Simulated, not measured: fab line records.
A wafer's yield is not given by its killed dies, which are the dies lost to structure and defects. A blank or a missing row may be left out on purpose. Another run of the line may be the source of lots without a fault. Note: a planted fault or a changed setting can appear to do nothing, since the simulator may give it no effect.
A lot that was struck, set against a sound lot ; flow n5 finfet ; 16 steps out of a route of 1938
Sound: wafers L315.2, L315.4, L315.5. Struck: wafers L324.2, L324.4, L324.5. The cause comes at the end.
Order at every step that has rows: each side's tool, ch and its chambers, its first start. Under that, the readings that differ: sound wafers ; struck wafers ; difference of the means ; sigmas: that difference in standard deviations of wafers without a fault.
alike: same words and numbers on both sides, and readings whose means sit less than 2 such deviations apart. not compared: any withheld reading, any reading some wafer has no value for, any bound like >300 that may hide the same value, and any number with overlapping values for which the record gives no deviation.
A row with sigmas, a row that says differs or no value, or rows on one side alone: a step with any of these is where the two part. Numbers that don't overlap but have no deviation are shown without sigmas and don't part them. A reading that every wafer of one side lacks parts them only if that side has two wafers or more.

first, 8 steps without rows for these wafers: N5_HKMG_FIN_COAT_41 (time 60 s, resist thk 300 nm); N5_HKMG_FIN_COAT_42 (time 60 s, resist thk 35 nm); N5_HKMG_FIN_COAT_43 (resist thk 90 nm); N5_HKMG_FIN_EBR_45; N5_HKMG_FIN_SOFTBAKE_44 (time 60 s); N5_HKMG_FIN_EXPOSE_46 (exposes mask NDIPOLE); N5_HKMG_FIN_PEB_47 (peb time 60 s); N5_HKMG_FIN_DEVELOP_48 (develop time 30 s).
N5_HKMG_FIN_CD_MEAS_49: target cd 202 nm.
  sound on cd sem-03 ch 0, day 4 06:10; struck on cd sem-03 ch 0, day 6 19:37
  alike: cd nm
N5_HKMG_FIN_OVL_MEAS_50:
  sound on overlay-02 ch 0, day 4 06:11; struck on overlay-01 ch 0, day 6 19:38
  alike: NDIPOLE_OVL
N5_HKMG_FIN_INSPECT_61: inspects for defects (macro).
  sound on defect inspect-02, day 4 06:13; struck on defect inspect-02, day 6 19:40
  alike: raw defect count
N5_HKMG_FIN_DESCUM_53: chemistry O2, time 7.9 s.
  sound on rie diel-03 ch 2,3, day 4 06:15; struck on rie diel-03 ch 2, day 6 19:43
  alike: drypump motor current A, o2 flow sccm, oes product au, rf vpp V, showerhead plenum p Torr, throttle valve pct
  not compared: rf hours counter h
N5_HKMG_FIN_ETCH_54: etches SiARC in CF4, target depth 45.5 nm, time 75.8 s.
  sound on rie diel-03 ch 2,3, day 4 06:17; struck on rie diel-03 ch 2, day 6 19:46
reading;sound;struck;difference;sigmas
etch rf on time s (s);79.5 79.8 74.7;49.0 49.1 48.4;-29.2;-18
oes product au (a.u.);0.62 0.62 0.62;0.78 0.77 0.79;+0.16;+2
rf fwd power W (W);541.9 542.8 538.0;859.3 861.3 859.9;+319.3;+99 or more
rf vpp V (V);185.9 184.3 185.5;158.4 157.3 157.8;-27.4;-30
  alike: drypump motor current A, showerhead plenum p Torr, throttle valve pct
  not compared: rf hours counter h
N5_HKMG_FIN_ETCH_55: etches SOC in N2/H2, target depth 240 nm, time 300 s.
  sound on rie diel-03 ch 2,3, day 4 06:20; struck on rie diel-03 ch 2, day 6 19:51
  alike: drypump motor current A, oes product au, rf fwd power W, rf vpp V, showerhead plenum p Torr, throttle valve pct
  not compared: rf hours counter h
-- a jump in the record: the struck wafers' starts before and after are 4 days apart (it breaks off in module HKMG_FIN and resumes in module BEOL_M4, where the first step shown is number 1111 of the route) --
N5_BEOL_M4_RC_MEAS_101:
  sound on prober-01 ch 0, day 8 01:04; struck on prober-02 ch 0, day 10 11:07
reading;sound;struck;difference;sigmas
VT_P (mV);-240 -244 -242;-256 -252 -250;-11;-3
  alike: DIBL_N, DIBL_P, IOFF_N, IOFF_P, ION_N, ION_P, SS_N, SS_P, VT_N
-- a jump in the record: the struck wafers' starts before and after are 4 days apart (it breaks off in module BEOL_M4 and resumes in module PASSIVATION, where the first step shown is number 1936 of the route) --
N5_PASSIVATION_PROBE_49:
  sound on prober-02, day 12 09:07; struck on prober-01, day 14 09:31
  alike: defect limited yield, killed_at_M0_to_M3, killed_at_M4_up, killed at contacts, killed at front end, killed at other, killed dies, killed open, killed short, sort_bin_5_function, sort_bin_6_memory, sort_bin_8_speed, sort n pass, sort yield pct

## WHERE THEY PART
At N5_HKMG_FIN_ETCH_54 first; at N5_BEOL_M4_RC_MEAS_101 last (within this record only). Later steps at which nothing parts them and some readings are alike: N5_PASSIVATION_PROBE_49.

WHY: whatever the simulator had introduced
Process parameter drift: rie diel-03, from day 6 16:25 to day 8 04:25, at N5_HKMG_FIN_ETCH_54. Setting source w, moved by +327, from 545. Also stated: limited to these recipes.
